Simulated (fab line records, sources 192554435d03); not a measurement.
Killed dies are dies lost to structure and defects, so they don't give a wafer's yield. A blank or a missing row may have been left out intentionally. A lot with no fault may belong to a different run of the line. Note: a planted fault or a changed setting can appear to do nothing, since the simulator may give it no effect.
2 desks looking at one fault ; flow n5-finfet ; what lay behind the numbers comes last; until then each desk has only its own

== AT THE METROLOGY DESK ==
Means of the sampled wafers that have a number, per lot and without regard to the tool the lot ran on: this is what the gauges read. If a lot's mean is further than 4 standard deviations from the usual mean, the lot is out of limits and carries the mark OUT (the distance appears in the brackets). Of its 11 readings 7 are shown: those that lie furthest out on some lot.
Columns: A = cd-nm at N5_BEOL_M0_SAQP_CD_MEAS_25, usual 12.75 nm; B = IOFF_N at N5_BEOL_M4_RC_MEAS_101, usual 0.18 nA/um; C = IOFF_P at N5_BEOL_M4_RC_MEAS_101, usual 0.23 nA/um; D = ION_N at N5_BEOL_M4_RC_MEAS_101, usual 683 uA/um; E = ION_P at N5_BEOL_M4_RC_MEAS_101, usual 467 uA/um; F = VT_N at N5_BEOL_M4_RC_MEAS_101, usual 249 mV; G = VT_P at N5_BEOL_M4_RC_MEAS_101, usual -250 mV
lot;first seen here;A;B;C;D;E;F;G
L652;day 7 03:07;13.01;0.23;0.31;693;477;243;-244
L653;day 7 07:08;12.63;0.23;0.27;685;468;245;-247
L654;day 7 14:17;12.82;0.23;0.33;690;476;246;-244
L655;day 7 19:58;13.07;0.17;0.25;682;475;250;-244
L667;day 10 21:28;12.52;0.19;0.19;696;463;248;-256
L669;day 11 09:54;12.92;0.20;0.22;703;469;245;-251
L668;day 11 10:29;12.80;0.14;0.18;673;458;252;-256
Finding of this desk: none of the 7 lots has anything out of limits.

== DESK OF THE TOOL OWNER: rie-diel-06 ==
The tool's own readings at N5_BEOL_M0_SAQP_ETCH_101 (etches SiNx in CH3F/O2, target depth 29.9 nm, time 42.7 s): means of the sampled wafers that have a number, for each lot that ran on this tool. If a lot's mean is further than 4 standard deviations from the usual mean, the lot is out of limits and carries the mark OUT (the distance appears in the brackets).
Columns: A = drypump-motor-current-A at N5_BEOL_M0_SAQP_ETCH_101, usual 5.5 A; B = mfc-ar-sccm at N5_BEOL_M0_SAQP_ETCH_101, usual 150.0 sccm; C = oes_o_777_au at N5_BEOL_M0_SAQP_ETCH_101, usual 0.80 a.u.; D = oes-product-au at N5_BEOL_M0_SAQP_ETCH_101, usual 0.79 a.u.; E = rf-vpp-V at N5_BEOL_M0_SAQP_ETCH_101, usual 291 V; F = showerhead-plenum-p-Torr at N5_BEOL_M0_SAQP_ETCH_101, usual 2.01 Torr; G = throttle-valve-pct at N5_BEOL_M0_SAQP_ETCH_101, usual 16.28 %
lot;first seen here;A;B;C;D;E;F;G
L652;day 7 03:24;5.7;150.0;0.89;0.87;291;2.00;16.09
L653;day 7 07:29;5.4;150.1;0.83;0.89;288;1.95;16.20
L654;day 7 14:19;5.6;150.3;0.95;1.15 (+4.6) OUT;300;2.04;16.07
L655;day 7 20:00;5.2;150.0;0.83;0.93;292;2.00;16.29
This desk's finding: out of limits on L654; first on L654, day 7 14:19 (oes-product-au at N5_BEOL_M0_SAQP_ETCH_101). Within limits: L652, L653, L655.

== BROUGHT TOGETHER ==
An alarm could have come from the tool owner's desk at day 7 14:19, on L654.
Nothing out of limits was seen by the metrology desk.
The metrology desk has L654 on record, within its limits.
Every lot named ran N5_BEOL_M0_SAQP_ETCH_101 on rie-diel-06.

== WHAT THE SIMULATOR HAD INSERTED ==
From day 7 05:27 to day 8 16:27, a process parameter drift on rie-diel-06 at N5_BEOL_M0_SAQP_ETCH_101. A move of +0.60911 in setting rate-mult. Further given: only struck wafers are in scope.
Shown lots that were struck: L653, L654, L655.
Delay in hours, fault start to first out-of-limits reading, by desk: the tool owner's desk at 9.
